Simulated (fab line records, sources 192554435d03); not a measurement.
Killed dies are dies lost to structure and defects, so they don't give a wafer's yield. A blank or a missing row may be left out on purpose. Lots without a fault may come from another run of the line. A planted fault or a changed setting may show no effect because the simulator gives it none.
One fault seen from 3 desks | flow n5_finfet | each desk has only its own numbers; what lay behind them comes last

THE METROLOGY DESK
What the gauges read, lot by lot, whatever tool the lot ran on: means of the sampled wafers that have a number. A lot is out of limits, marked OUT, if its mean lies more than 4 standard deviations from the usual mean; the brackets give that distance. Of its 12 readings 7 are shown: the one that was out of limits first, and those that lie furthest out on some lot.
Columns: A = CJ_N at N5_BEOL_M4_RC_MEAS_101, usual 4.33; B = IOFF_N at N5_BEOL_M4_RC_MEAS_101, usual 0.16 nA/um; C = IOFF_P at N5_BEOL_M4_RC_MEAS_101, usual 0.21 nA/um; D = ION_N at N5_BEOL_M4_RC_MEAS_101, usual 675 uA/um; E = REXT_N at N5_BEOL_M4_RC_MEAS_101, usual 76.5 ohm.um; F = VT_N at N5_BEOL_M4_RC_MEAS_101, usual 249 mV; G = VT_P at N5_BEOL_M4_RC_MEAS_101, usual -252 mV
lot  | first seen here | A               | B    | C    | D   | E    | F   | G
L123 | day 8 01:22     | 4.34            | 0.15 | 0.21 | 673 | 78.2 | 251 | -248
L125 | day 8 15:17     | 4.34            | 0.17 | 0.21 | 672 | 78.2 | 250 | -252
L130 | day 9 11:06     | 4.44            | 0.25 | 0.29 | 698 | 75.4 | 242 | -246
L129 | day 9 11:34     | 4.35            | 0.16 | 0.20 | 670 | 75.4 | 248 | -253
L131 | day 9 16:11     | 4.29            | 0.14 | 0.17 | 677 | 76.0 | 250 | -252
L132 | day 10 10:41    | 4.31            | 0.17 | 0.22 | 680 | 76.3 | 248 | -253
L134 | day 11 02:02    | 4.24            | 0.14 | 0.17 | 672 | 79.3 | 251 | -254
L133 | day 11 02:49    | 4.30            | 0.13 | 0.20 | 665 | 76.0 | 253 | -250
L138 | day 12 01:31    | 3.76 (-6.3) OUT | 0.15 | 0.21 | 647 | 79.4 | 251 | -251
L145 | day 13 08:45    | 4.41            | 0.15 | 0.21 | 677 | 79.4 | 251 | -250
This desk's finding: out of limits on L138; first on L138, day 12 01:31 (CJ_N at N5_BEOL_M4_RC_MEAS_101). In limits: L123, L125, L130, L129, L131, L132, L134, L133, L145.

THE TOOL OWNER'S DESK: rie_si-06
The tool's own readings at N5_SD_EPI_N_SD_RECESS_17 (chemistry HBr/Cl2/O2, target depth 41 nm, time 23.7 s, bt time 3 s): means of the sampled wafers that have a number, for each lot that ran on this tool. A lot is out of limits, marked OUT, if its mean lies more than 4 standard deviations from the usual mean; the brackets give that distance.
Columns: A = HBr_flow_sccm at N5_SD_EPI_N_SD_RECESS_17, usual 150.0 sccm; B = drypump_motor_current_A at N5_SD_EPI_N_SD_RECESS_17, usual 5.8 A; C = oes_product_au at N5_SD_EPI_N_SD_RECESS_17, usual 0.996 a.u.; D = throttle_valve_pct at N5_SD_EPI_N_SD_RECESS_17, usual 37.1 %
lot  | first seen here | A     | B   | C     | D
L123 | day 3 10:59     | 149.7 | 5.9 | 1.008 | 37.1
L129 | day 4 18:26     | 149.9 | 5.9 | 1.009 | 37.2
L131 | day 5 07:40     | 150.2 | 5.9 | 1.009 | 37.1
L132 | day 5 15:58     | 150.1 | 5.7 | 0.995 | 37.1
L133 | day 5 22:28     | 150.0 | 5.7 | 0.990 | 37.1
L134 | day 6 04:01     | 150.0 | 5.6 | 0.984 | 37.4
L138 | day 7 03:32     | 150.2 | 5.6 | 0.990 | 37.4
This desk's finding: nothing out of limits on any of the 7 lots.

THE DEFECT DESK
What the inspections along the route counted, lot by lot: means of the sampled wafers that have a number. A lot is out of limits, marked OUT, if its mean lies more than 4 standard deviations from the usual mean; the brackets give that distance.
Columns: A = raw_defect_count at N5_BEOL_M4_INSPECT_59, usual 75
lot  | first seen here | A
L123 | day 8 01:20     | 81
L125 | day 8 15:07     | 110
L130 | day 9 11:05     | 66
L129 | day 9 11:23     | 64
L131 | day 9 16:09     | 56
L132 | day 10 10:40    | 101
L134 | day 11 02:01    | 70
L133 | day 11 02:29    | 60
L138 | day 12 01:29    | 81
L145 | day 13 08:44    | 51
This desk's finding: nothing out of limits on any of the 10 lots.

PUT TOGETHER
The metrology desk could have raised an alarm at day 12 01:31, on L138.
The tool owner's desk saw nothing out of limits.
The defect desk saw nothing out of limits.
The tool owner's desk has L138 on record, within its limits.
The defect desk has L138 on record, within its limits.
Of the lots named, all ran N5_SD_EPI_N_SD_RECESS_17 on rie_si-06.

WHAT THE SIMULATOR HAD PUT IN
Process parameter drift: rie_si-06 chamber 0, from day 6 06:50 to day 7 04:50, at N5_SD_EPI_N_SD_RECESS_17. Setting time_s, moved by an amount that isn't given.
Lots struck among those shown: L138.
Hours from the fault's start to each desk's first reading out of limits: the metrology desk, 139.
